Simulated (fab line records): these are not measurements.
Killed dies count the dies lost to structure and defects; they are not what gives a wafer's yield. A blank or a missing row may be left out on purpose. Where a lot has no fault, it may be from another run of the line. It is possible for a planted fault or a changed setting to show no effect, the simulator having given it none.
2 desks, one fault / flow n5-finfet / what lay behind the numbers comes last; until then each desk has only its own

## THE METROLOGY DESK
What the gauges read for every lot (on any tool): the sampled wafers with a number, averaged. The brackets show how far a lot's mean lies from the usual mean; more than 4 standard deviations puts the lot out of limits, marked OUT.
Columns: A = MIM_BOT_OVL at N5_MIM_BOT_LITHO_OVL_MEAS_11, usual 1 nm
lot=L579; first seen here=day 11 23:02; A=-1
lot=L580; first seen here=day 12 11:38; A=-4
lot=L583; first seen here=day 12 17:07; A=-9
lot=L585; first seen here=day 13 07:20; A=-4
lot=L587; first seen here=day 13 10:46; A=1
lot=L590; first seen here=day 14 13:41; A=-4
lot=L589; first seen here=day 15 09:47; A=-2
lot=L593; first seen here=day 15 14:36; A=-4
lot=L592; first seen here=day 15 15:26; A=1
lot=L598; first seen here=day 16 10:53; A=4
lot=L597; first seen here=day 16 21:01; A=-1
Finding of this desk: none of the 11 lots has anything out of limits.

## FOR THE TOOL OWNER'S DESK: wet-bench-01
The tool's own readings at N5_BEOL_M9_PRECLEAN_42 (cleans in residue remover, time 60 s): means of the sampled wafers that have a number, for each lot that ran on this tool. The brackets show how far a lot's mean lies from the usual mean; more than 4 standard deviations puts the lot out of limits, marked OUT.
Columns: A = bath-guard-temp-C at N5_BEOL_M9_PRECLEAN_42, usual 39.9 C
lot=L579; first seen here=day 9 19:09; A=39.6
lot=L580; first seen here=day 10 11:55; A=40.0
lot=L590; first seen here=day 12 14:59; A=39.9
lot=L593; first seen here=day 13 06:19; A=39.4
lot=L592; first seen here=day 13 12:39; A=39.5
lot=L598; first seen here=day 14 08:15; A=39.3
Finding of this desk: none of the 6 lots has anything out of limits.

## TAKEN TOGETHER
The metrology desk saw nothing out of limits.
The tool owner's desk saw nothing out of limits.

## WHAT WAS PUT IN BY THE SIMULATOR
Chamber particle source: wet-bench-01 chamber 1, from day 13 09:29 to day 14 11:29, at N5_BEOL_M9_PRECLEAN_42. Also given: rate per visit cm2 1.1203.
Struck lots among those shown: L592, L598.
